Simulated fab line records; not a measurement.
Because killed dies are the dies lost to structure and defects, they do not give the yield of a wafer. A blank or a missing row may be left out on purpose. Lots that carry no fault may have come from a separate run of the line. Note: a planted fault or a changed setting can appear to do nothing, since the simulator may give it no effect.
Which tool did it? -- flow nand harc -- Sampling: 24 lots, 72 wafers, 5 of 1159 route steps

WHAT THE GAUGES READ, wafer by wafer
NHARC_A_CONTACT_CD_MEAS_08: the cd target is 100 nm.
lot,measured,on,cd nm (nm)
L074,day 16 21:16,cd sem-01,100.8 100.6 100.7
L075,day 17 06:36,cd sem-01,100.3 101.0 100.3
L077,day 17 10:09,cd sem-02,99.0 98.9 99.1
L076,day 17 11:00,cd sem-01,100.7 99.5 99.6
L078,day 17 21:32,cd sem-01,99.9 100.3 99.6
L079,day 18 03:24,cd sem-01,100.0 99.9 99.4
L081,day 18 13:58,cd sem-03,99.1 99.8 99.3
L082,day 18 16:28,cd sem-03,99.7 100.2 99.6
L085,day 19 02:26,cd sem-02,100.2 100.1 99.8
L083,day 19 03:47,cd sem-03,99.7 98.9 99.4
L080,day 19 08:12,cd sem-03,99.9 99.5 99.6
L084,day 19 11:58,cd sem-03,99.8 99.7 100.1
L086,day 19 19:40,cd sem-01,99.5 100.0 99.5
L087,day 19 20:53,cd sem-01,100.2 99.5 100.0
L088,day 20 06:06,cd sem-02,99.5 100.0 99.9
L089,day 20 07:03,cd sem-02,99.9 99.8 99.5
L090,day 21 00:09,cd sem-03,99.8 99.8 99.5
L091,day 21 03:17,cd sem-03,99.4 100.3 99.7
L093,day 21 15:12,cd sem-03,99.2 99.3 99.7
L092,day 21 15:22,cd sem-03,98.6 98.7 98.7
L094,day 21 18:42,cd sem-01,99.7 99.9 99.3
L095,day 21 23:10,cd sem-03,100.0 100.1 99.7
L097,day 22 13:31,cd sem-02,99.0 100.1 98.8
L096,day 23 04:22,cd sem-02,100.4 100.4 100.4

NHARC_A_CONTACT_INSPECT_10.
lot,measured,on,raw defect count
L074,day 16 21:23,defect inspect-02,20 18 14
L075,day 17 06:43,defect inspect-02,12 12 13
L077,day 17 10:17,defect inspect-02,33 32 31
L076,day 17 11:07,defect inspect-01,20 12 29
L078,day 17 21:39,defect inspect-02,8 11 10
L079,day 18 03:32,defect inspect-01,36 45 37
L081,day 18 14:05,defect inspect-02,39 28 31
L082,day 18 16:35,defect inspect-01,23 17 24
L085,day 19 02:34,defect inspect-02,24 30 17
L083,day 19 03:55,defect inspect-01,25 24 21
L080,day 19 08:19,defect inspect-01,49 42 38
L084,day 19 12:05,defect inspect-01,30 29 22
L086,day 19 19:47,defect inspect-02,36 54 48
L087,day 19 21:01,defect inspect-02,11 22 15
L088,day 20 06:13,defect inspect-01,49 49 43
L089,day 20 07:10,defect inspect-02,14 19 14
L090,day 21 00:16,defect inspect-01,13 11 11
L091,day 21 03:25,defect inspect-01,40 61 62
L093,day 21 15:20,defect inspect-01,19 12 13
L092,day 21 15:29,defect inspect-02,51 45 65
L094,day 21 18:49,defect inspect-01,66 59 53
L095,day 21 23:18,defect inspect-01,41 34 58
L097,day 22 13:38,defect inspect-01,16 17 14
L096,day 23 04:30,defect inspect-01,17 19 14

WHAT TOOL EACH LOT RAN ON (gives the tool, then ch and the chambers of the sampled wafers, and finally the start)
lot,NHARC_A_CONTACT_ETCH_114,NHARC_A_CONTACT_ETCH_127,NHARC_A_CONTACT_ETCH_129
L074,"har cap etch-02 ch 0,1, day 16 04:35","har cap etch-01 ch 1, day 16 13:52","har cap etch-01 ch 1, day 16 14:08"
L075,"har cap etch-02 ch 0,1, day 16 17:49","har cap etch-01 ch 0,1, day 17 01:55","har cap etch-01 ch 0,1, day 17 02:12"
L077,"har cap etch-01 ch 0,1, day 16 21:36","har cap etch-02 ch 0,1, day 17 04:25","har cap etch-02 ch 0,1, day 17 04:42"
L076,"har cap etch-02 ch 0,1, day 16 21:55","har cap etch-03 ch 0,1, day 17 04:52","har cap etch-03 ch 0,1, day 17 05:09"
L078,"har cap etch-01 ch 0, day 17 07:54","har cap etch-03 ch 1, day 17 16:02","har cap etch-03 ch 1, day 17 16:19"
L079,"har cap etch-01 ch 0,1, day 17 14:04","har cap etch-02 ch 0,1, day 17 22:15","har cap etch-02 ch 0,1, day 17 22:32"
L081,"har cap etch-03 ch 0, day 18 00:16","har cap etch-03 ch 0,1, day 18 09:16","har cap etch-03 ch 0,1, day 18 09:33"
L082,"har cap etch-02 ch 0,1, day 18 02:57","har cap etch-02 ch 0,1, day 18 11:02","har cap etch-02 ch 0,1, day 18 11:19"
L085,"har cap etch-01 ch 0,1, day 18 14:34","har cap etch-02 ch 0,1, day 18 21:22","har cap etch-02 ch 0,1, day 18 21:39"
L083,"har cap etch-03 ch 0,1, day 18 14:37","har cap etch-01 ch 0,1, day 18 21:40","har cap etch-01 ch 0,1, day 18 21:58"
L080,"har cap etch-03 ch 0,1, day 18 19:25","har cap etch-02 ch 0,1, day 19 03:23","har cap etch-02 ch 0,1, day 19 03:40"
L084,"har cap etch-03 ch 0,1, day 19 00:06","har cap etch-03 ch 0,1, day 19 07:28","har cap etch-03 ch 0,1, day 19 07:45"
L086,"har cap etch-01 ch 0,1, day 19 05:34","har cap etch-02 ch 0,1, day 19 12:31","har cap etch-02 ch 0,1, day 19 12:53"
L087,"har cap etch-02 ch 0,1, day 19 06:53","har cap etch-01 ch 0,1, day 19 14:01","har cap etch-01 ch 0,1, day 19 14:23"
L088,"har cap etch-03 ch 0,1, day 19 18:14","har cap etch-02 ch 0,1, day 20 01:31","har cap etch-02 ch 0,1, day 20 01:49"
L089,"har cap etch-02 ch 0,1, day 19 18:44","har cap etch-01 ch 0,1, day 20 02:17","har cap etch-01 ch 0,1, day 20 02:35"
L090,"har cap etch-01 ch 0,1, day 20 11:51","har cap etch-02 ch 0,1, day 20 18:58","har cap etch-02 ch 0,1, day 20 19:16"
L091,"har cap etch-03 ch 0,1, day 20 13:04","har cap etch-01 ch 0,1, day 20 20:00","har cap etch-01 ch 0,1, day 20 20:17"
L093,"har cap etch-03 ch 0,1, day 20 21:13","har cap etch-01 ch 0,1, day 21 06:16","har cap etch-01 ch 0,1, day 21 06:33"
L092,"har cap etch-02 ch 0,1, day 20 21:37","har cap etch-02 ch 0,1, day 21 08:10","har cap etch-02 ch 0,1, day 21 08:28"
L094,"har cap etch-03 ch 0,1, day 21 05:00","har cap etch-01 ch 0,1, day 21 14:01","har cap etch-01 ch 0,1, day 21 14:17"
L095,"har cap etch-03 ch 0,1, day 21 10:14","har cap etch-01 ch 0,1, day 21 18:37","har cap etch-01 ch 0,1, day 21 18:54"
L097,"har cap etch-03 ch 0,1, day 22 00:47","har cap etch-01 ch 0,1, day 22 08:35","har cap etch-01 ch 0,1, day 22 08:52"
L096,"har cap etch-03 ch 0,1, day 22 15:52","har cap etch-01 ch 0,1, day 22 23:26","har cap etch-01 ch 0,1, day 22 23:43"
- NHARC_A_CONTACT_ETCH_114: etches the open film in C4F8/O2/Ar, time 94 s, target depth 922 nm.
- NHARC_A_CONTACT_ETCH_127: etches the open film in C4F8/O2/Ar, time 155 s, target depth 956 nm.
- NHARC_A_CONTACT_ETCH_129: etches the open film in C4F8/O2/Ar, time 155 s, target depth 956 nm.

AS READ BY THE TOOLS THEMSELVES (means over the sampled wafers that have a number; for cases with no such wafer, the mark the record gives instead)
The record holds no such reading with a usual standard deviation.

THE ANSWER, worked out from the rows above alone
Rule: what is usual is taken from the lots themselves. The widest of any qualifying gaps counts: lots, ordered by their means at a reading, are off when they make up no more than a third of the lots, leave a main group of 4 or more, and stand apart from it by 3 or more times the standard deviation of that group's means. Not used: any main group whose means are identical at the precision the tables above print for the reading. A lot without any number at a reading at which 4 lots or more have one is off too. Where the step has rows for the other lots, those lots are counted as sound. First the gauges in route order, then the tools' own readings, where a lot's mean is used as printed above. The first step at which some lot is off is used, and at that step the reading that is off furthest; a lot without a number counts as furthest.
Across all readings shown, no lot is off: no conclusion can be drawn from this.

WHAT THE SIMULATOR HAD INSERTED
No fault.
